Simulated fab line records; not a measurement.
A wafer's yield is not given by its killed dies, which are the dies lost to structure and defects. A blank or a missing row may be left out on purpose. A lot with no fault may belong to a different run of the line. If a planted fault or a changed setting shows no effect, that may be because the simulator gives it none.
Matching of chambers + flow n5_finfet + 4 sister chambers for N5_SPACER0_ALD_08 on ald_sin-04
The step deposits SiNx, target thk 2 nm. 16 wafers are shown with their chamber, then 8 later ones without.

## WAFERS PAIRED WITH THEIR CHAMBERS
| wafer  | chamber | heater_power_w (W) |
|--------|---------|--------------------|
| L075.1 | 2       | 762                |
| L075.5 | 1       | 673                |
| L075.6 | 2       | 763                |
| L079.1 | 2       | 766                |
| L079.2 | 0       | 889                |
| L079.3 | 1       | 698                |
| L079.4 | 3       | 736                |
| L079.5 | 3       | 761                |
| L079.6 | 0       | 901                |
| L080.3 | 3       | 771                |
| L080.4 | 2       | 741                |
| L080.6 | 2       | 754                |
| L082.2 | 0       | 896                |
| L082.4 | 3       | 738                |
| L082.5 | 3       | 715                |
| L084.1 | 3       | 747                |

SIGNATURES (means of the wafers above)
| reading        | chamber 0 | chamber 1 | chamber 2 | chamber 3 | scatter within a chamber |
|----------------|-----------|-----------|-----------|-----------|--------------------------|
| heater_power_w | 895.33    | 685.50    | 757.20    | 744.67    | 15.2                     |
Rule: distance of a wafer from a chamber = root of the sum over the readings of ((wafer's reading minus chamber's mean) / reading's scatter) squared. If the next closest chamber is less than 2 further off than the closest, the wafer can't be placed; otherwise it belongs to the closest. How the scatter is found: for the shown wafers, subtract from each reading the mean of its chamber, square and add these, divide the total by (wafers less chambers), then take the root.

## WAFERS MISSING THEIR CHAMBER
| wafer  | heater_power_w (W) |
|--------|--------------------|
| L084.3 | 711                |
| L084.4 | 898                |
| L089.1 | 756                |
| L089.2 | 746                |
| L089.6 | 764                |
| L092.3 | 745                |
| L092.4 | 704                |
| L092.5 | 760                |

## WHICH CHAMBER EACH WENT THROUGH
| wafer  | from the rows above          | in truth |
|--------|------------------------------|----------|
| L084.3 | can't be placed: 1 or 3 or 2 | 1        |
| L084.4 | 0                            | 0        |
| L089.1 | can't be placed: 2 or 3      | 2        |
| L089.2 | can't be placed: 3 or 2      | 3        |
| L089.6 | can't be placed: 2 or 3      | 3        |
| L092.3 | can't be placed: 3 or 2      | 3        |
| L092.4 | can't be placed: 1 or 3      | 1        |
| L092.5 | can't be placed: 2 or 3      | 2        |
Correct placement for 1 of the 8. From these rows, 7 cannot be placed; in 7 the true chamber is one of the candidates. Number placed wrongly: 0.
